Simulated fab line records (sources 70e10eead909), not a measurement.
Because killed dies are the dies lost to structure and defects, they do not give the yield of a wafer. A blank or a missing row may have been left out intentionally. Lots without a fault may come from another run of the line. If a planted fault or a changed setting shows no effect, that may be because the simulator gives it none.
Matching of chambers / flow nand-harc / 4 sister chambers for NHARC_A_M0_DESCUM_14 on rie-diel-13
The step chemistry O2, time 3 s. 16 wafers are shown with their chamber, then 8 later ones without.

## WAFERS WITH THEIR CHAMBER
wafer=L074.1; chamber=0; drypump-motor-current-A (A)=6.4; oes-product-au (a.u.)=0.990; rf-vpp-V (V)=56.1
wafer=L074.2; chamber=3; drypump-motor-current-A (A)=5.6; oes-product-au (a.u.)=0.998; rf-vpp-V (V)=57.9
wafer=L074.3; chamber=2; drypump-motor-current-A (A)=5.4; oes-product-au (a.u.)=0.990; rf-vpp-V (V)=57.8
wafer=L079.1; chamber=3; drypump-motor-current-A (A)=5.6; oes-product-au (a.u.)=0.990; rf-vpp-V (V)=56.9
wafer=L079.2; chamber=2; drypump-motor-current-A (A)=5.4; oes-product-au (a.u.)=0.996; rf-vpp-V (V)=60.0
wafer=L079.3; chamber=0; drypump-motor-current-A (A)=6.4; oes-product-au (a.u.)=0.996; rf-vpp-V (V)=57.4
wafer=L081.1; chamber=0; drypump-motor-current-A (A)=6.4; oes-product-au (a.u.)=0.996; rf-vpp-V (V)=58.4
wafer=L081.3; chamber=3; drypump-motor-current-A (A)=5.6; oes-product-au (a.u.)=0.988; rf-vpp-V (V)=56.6
wafer=L081.5; chamber=2; drypump-motor-current-A (A)=5.5; oes-product-au (a.u.)=1.002; rf-vpp-V (V)=57.0
wafer=L083.1; chamber=0; drypump-motor-current-A (A)=6.4; oes-product-au (a.u.)=0.991; rf-vpp-V (V)=57.2
wafer=L083.2; chamber=3; drypump-motor-current-A (A)=5.6; oes-product-au (a.u.)=0.995; rf-vpp-V (V)=57.4
wafer=L083.6; chamber=2; drypump-motor-current-A (A)=5.4; oes-product-au (a.u.)=0.999; rf-vpp-V (V)=56.9
wafer=L082.1; chamber=1; drypump-motor-current-A (A)=5.0; oes-product-au (a.u.)=1.002; rf-vpp-V (V)=56.0
wafer=L082.2; chamber=0; drypump-motor-current-A (A)=6.4; oes-product-au (a.u.)=0.987; rf-vpp-V (V)=55.6
wafer=L082.3; chamber=2; drypump-motor-current-A (A)=5.4; oes-product-au (a.u.)=0.991; rf-vpp-V (V)=58.4
wafer=L085.1; chamber=0; drypump-motor-current-A (A)=6.4; oes-product-au (a.u.)=0.996; rf-vpp-V (V)=57.5

SIGNATURES (means of the wafers above)
reading=drypump-motor-current-A; chamber 0=6.400; chamber 1=5.000; chamber 2=5.420; chamber 3=5.600; scatter within a chamber=0.0258
reading=oes-product-au; chamber 0=0.99267; chamber 1=1.00200; chamber 2=0.99560; chamber 3=0.99275; scatter within a chamber=0.0045
reading=rf-vpp-V; chamber 0=57.033; chamber 1=56.000; chamber 2=58.020; chamber 3=57.200; scatter within a chamber=1.02
Rule: for a wafer and a chamber, the distance is found by dividing, reading by reading, the gap between the wafer's reading and the chamber's mean by the reading's scatter, squaring, summing and taking the root. The wafer belongs to the nearest chamber; if the next one is less than 2 further off, it can't be placed. The scatter: the root of (the sum of the squares of (reading less its chamber's mean) over the shown wafers, divided by (wafers less chambers)).

## WAFERS MISSING THEIR CHAMBER
wafer=L085.4; drypump-motor-current-A (A)=5.0; oes-product-au (a.u.)=0.999; rf-vpp-V (V)=57.5
wafer=L085.5; drypump-motor-current-A (A)=5.6; oes-product-au (a.u.)=1.004; rf-vpp-V (V)=57.1
wafer=L084.2; drypump-motor-current-A (A)=5.0; oes-product-au (a.u.)=1.003; rf-vpp-V (V)=58.2
wafer=L084.3; drypump-motor-current-A (A)=6.4; oes-product-au (a.u.)=0.999; rf-vpp-V (V)=56.8
wafer=L084.6; drypump-motor-current-A (A)=5.0; oes-product-au (a.u.)=1.006; rf-vpp-V (V)=57.8
wafer=L094.1; drypump-motor-current-A (A)=5.6; oes-product-au (a.u.)=1.003; rf-vpp-V (V)=58.9
wafer=L094.3; drypump-motor-current-A (A)=5.4; oes-product-au (a.u.)=0.997; rf-vpp-V (V)=58.5
wafer=L094.6; drypump-motor-current-A (A)=5.0; oes-product-au (a.u.)=0.993; rf-vpp-V (V)=57.0

## THE CHAMBER EACH PASSED THROUGH
wafer=L085.4; from the rows above=1; in truth=1
wafer=L085.5; from the rows above=3; in truth=3
wafer=L084.2; from the rows above=1; in truth=1
wafer=L084.3; from the rows above=0; in truth=0
wafer=L084.6; from the rows above=1; in truth=1
wafer=L094.1; from the rows above=3; in truth=3
wafer=L094.3; from the rows above=2; in truth=2
wafer=L094.6; from the rows above=1; in truth=1
Correctly placed: 8 of 8. Left unplaced by these rows: 0. Placed wrongly: 0.
